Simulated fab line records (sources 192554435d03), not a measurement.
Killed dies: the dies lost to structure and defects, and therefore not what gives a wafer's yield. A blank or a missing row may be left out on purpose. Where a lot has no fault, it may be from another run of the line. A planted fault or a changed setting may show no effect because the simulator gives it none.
Lot-split experiment | flow n5 finfet | route with 1938 steps; 7 lots, 39 wafers read

== THE SPLIT ITSELF ==
At N5_BEOL_M2_HM_DEP_02 (deposits TiN, target thk 20 nm), the setting target thk a was moved away from the recipe's 200 angstrom on 9 of the 39 wafers read, by -15.5% to +43.3%. For the rest of the wafers, this setting stayed at what the recipe calls for.

== FROM THE SPLIT TO THE READING: what the file shows between them, 4 steps ==
- N5_BEOL_M2_COAT_61: time 60 s, resist thk 60 nm
- N5_BEOL_M2_COAT_62: time 60 s, resist thk 12 nm
- N5_BEOL_M2_STRIP_75: strips in N2/H2
- N5_BEOL_M2_STRIP_66: strips in CF4

== THE READING ==
etch.depth nm (the simulator's own value, which no gauge read), in nm, at N5_BEOL_M2_HM_OPEN_17 (chemistry Cl2/BCl3, target TiN, target depth 20 nm, overetch 6 nm). The file does not state a usual value for it. Across the 30 wafers here that went through the recipe, the average is 20.03 nm and the standard deviation 0.31 nm.

wafer  | tool, chamber at the split | target thk a as run, angstrom | against the recipe | etch.depth nm, nm | against lot-mates on the recipe
L076.2 | pvd sputter-03, -          | 200                           | recipe             | 20.13             | -
L076.5 | pvd sputter-03, -          | 200                           | recipe             | 20.29             | -
L076.6 | pvd sputter-03, -          | 200                           | recipe             | 19.9              | -
L080.1 | pvd sputter-02, -          | 200                           | recipe             | 19.73             | -
L080.2 | pvd sputter-02, -          | 286.5                         | +43.3%             | 26.53             | +6.65
L080.3 | pvd sputter-02, -          | 286.5                         | +43.3%             | 26.62             | +6.74
L080.4 | pvd sputter-02, -          | 200                           | recipe             | 20.02             | -
L080.5 | pvd sputter-02, -          | 200                           | recipe             | 19.89             | -
L080.6 | pvd sputter-02, -          | 286.5                         | +43.3%             | 26.79             | +6.91
L083.1 | pvd sputter-03, -          | 200                           | recipe             | 20.32             | -
L083.2 | pvd sputter-03, -          | 200                           | recipe             | 19.43             | -
L083.3 | pvd sputter-03, -          | 200                           | recipe             | 19.98             | -
L083.4 | pvd sputter-03, -          | 200                           | recipe             | 20.06             | -
L083.5 | pvd sputter-03, -          | 200                           | recipe             | 20.23             | -
L083.6 | pvd sputter-03, -          | 200                           | recipe             | 19.44             | -
L084.1 | pvd sputter-01, -          | 200                           | recipe             | 19.75             | -
L084.2 | pvd sputter-01, -          | 284.9                         | +42.4%             | 27.05             | +7.08
L084.3 | pvd sputter-01, -          | 284.9                         | +42.4%             | 26.9              | +6.93
L084.4 | pvd sputter-01, -          | 284.9                         | +42.4%             | 25.63             | +5.66
L084.5 | pvd sputter-01, -          | 200                           | recipe             | 19.94             | -
L084.6 | pvd sputter-01, -          | 200                           | recipe             | 20.21             | -
L085.1 | pvd sputter-03, -          | 200                           | recipe             | 20.09             | -
L085.2 | pvd sputter-03, -          | 200                           | recipe             | 19.18             | -
L085.3 | pvd sputter-03, -          | 200                           | recipe             | 20.05             | -
L085.4 | pvd sputter-03, -          | 200                           | recipe             | 19.78             | -
L085.5 | pvd sputter-03, -          | 200                           | recipe             | 19.78             | -
L085.6 | pvd sputter-03, -          | 200                           | recipe             | 19.88             | -
L088.1 | pvd sputter-02, -          | 200                           | recipe             | 20.54             | -
L088.2 | pvd sputter-02, -          | 200                           | recipe             | 20.29             | -
L088.3 | pvd sputter-02, -          | 200                           | recipe             | 20.09             | -
L088.4 | pvd sputter-02, -          | 200                           | recipe             | 20.03             | -
L088.5 | pvd sputter-02, -          | 200                           | recipe             | 20.49             | -
L088.6 | pvd sputter-02, -          | 200                           | recipe             | 20.37             | -
L089.1 | pvd sputter-02, -          | 200                           | recipe             | 20.33             | -
L089.2 | pvd sputter-02, -          | 169.1                         | -15.5%             | 16.75             | -3.55
L089.3 | pvd sputter-02, -          | 169.1                         | -15.5%             | 17.35             | -2.95
L089.4 | pvd sputter-02, -          | 169.1                         | -15.5%             | 16.7              | -3.60
L089.5 | pvd sputter-02, -          | 200                           | recipe             | 20.31             | -
L089.6 | pvd sputter-02, -          | 200                           | recipe             | 20.27             | -

FIT RESULTS
A straight line over all 39 wafers: etch.depth nm changes by +0.157 nm for each +1% of target thk a; r = +0.99; the points scatter about the line by 0.39 nm.
The same after taking each lot's own level away (the mean of its wafers on the recipe; 39 wafers): +0.161 nm for each +1%; r = +0.99; scatter 0.39 nm.
On that fit, the largest move of target thk a shifts the reading by 7 nm.
Across the lots, their own levels run from 19.793 to 20.303 nm, a range of 1.6 times the standard deviation given above.
So the lot-to-lot level changes the slope little: the two slopes agree.
Check: with one of the wafers moved furthest among these (+43.3%) left out of the fit, the line predicts +6.91 nm for it against its lot-mates. It came out at +6.65 nm against them.

== OTHER SPLITS APPLIED TO THESE WAFERS ==
Before the reading, these wafers also passed through other splits. Each is held against what the fit with the lots' levels taken away leaves over:
other split on the same wafers              | wafers away from the commonest value | r with etch.depth nm (lot level and that fit taken away)
N5_BEOL_M0_SAQP_SPACER2_ALD_26 target thk a | 12                                   | +0.00

== THE WHOLE CHAIN: every reading that the file lists as answering this split, in the file's order ==
step                  | what it does                                                      | reading                                                                          | change (the file's fit)               | r (the file's)
N5_BEOL_M2_HM_DEP_02  | deposits TiN, target thk 20 nm                                    | TiN_of_BEOL_M2_HM_DEP_02.thk nm (the simulator's own value, which no gauge read) | +0.206 nm for each +1% of the setting | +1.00
N5_BEOL_M2_HM_OPEN_17 | chemistry Cl2/BCl3, target TiN, target depth 20 nm, overetch 6 nm | etch.depth nm (the simulator's own value, which no gauge read)                   | +0.159 nm for each +1% of the setting | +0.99

== THE FILE'S OWN FIT ==
etch.depth nm changes by +0.159 nm for each +1% of target thk a, r = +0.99.
